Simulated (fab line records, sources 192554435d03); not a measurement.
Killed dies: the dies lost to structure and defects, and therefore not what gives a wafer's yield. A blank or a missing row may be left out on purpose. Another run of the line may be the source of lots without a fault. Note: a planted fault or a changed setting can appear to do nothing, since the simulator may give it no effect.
Which tool is to blame?    flow n5Finfet    29 wafers from 10 lots sampled at 2 of the route's 1938 steps

WHAT THE GAUGES SHOWED, per wafer
N5_BEOL_M3_THK_MEAS_53: measures by xrf.
lot   measured      on            M3_THK (nm)
L850  day 7 20:44   filmMetro-02  41.3 40.0 43.3
L849  day 7 22:22   filmMetro-01  42.8 41.6 43.2
L851  day 8 03:01   filmMetro-02  39.0 41.1 38.8
L852  day 8 04:52   filmMetro-01  41.4 39.2 39.4
L855  day 9 03:13   filmMetro-01  38.0 38.5 38.8
L858  day 10 00:25  filmMetro-01  39.6 41.2 41.9
L861  day 10 13:47  filmMetro-01  42.2 40.4 41.6
L865  day 11 13:52  filmMetro-02  39.7 42.8
L870  day 12 23:07  filmMetro-01  41.8 41.1 43.4
L871  day 13 07:35  filmMetro-02  39.9 40.4 40.8

WHICH TOOL RAN EACH LOT (tool, then ch and the chambers of the sampled wafers, then the start)
lot   N5_BEOL_M3_SPUTTER_96
L850  pvdSputter-02, day 7 19:50
L849  pvdSputter-01, day 7 21:34
L851  pvdSputter-03, day 8 02:13
L852  pvdSputter-01, day 8 04:04
L855  pvdSputter-02, day 9 02:25
L858  pvdSputter-03, day 9 23:38
L861  pvdSputter-01, day 10 13:00
L865  pvdSputter-02, day 11 13:04
L870  pvdSputter-03, day 12 22:20
L871  pvdSputter-01, day 13 06:29
- N5_BEOL_M3_SPUTTER_96: material Cu, target thk 4.5 nm, time 8.29 s.

THE ANSWER, worked out from the rows above alone
Rule: usual is defined by the lots themselves. The widest of any qualifying gaps counts: lots, ordered by their means at a reading, are off when they make up no more than a third of the lots, leave a main group of 4 or more, and stand apart from it by 3 or more times the standard deviation of that group's means. A main group whose means are all the same, to the digits that the tables above print for the reading, isn't used. A lot without any number at a reading at which 4 lots or more have one is off too. All remaining lots with rows at the step are treated as sound.
Nothing can be told from this: no lot is off at any reading shown.

WHAT THE SIMULATOR HAD INSERTED
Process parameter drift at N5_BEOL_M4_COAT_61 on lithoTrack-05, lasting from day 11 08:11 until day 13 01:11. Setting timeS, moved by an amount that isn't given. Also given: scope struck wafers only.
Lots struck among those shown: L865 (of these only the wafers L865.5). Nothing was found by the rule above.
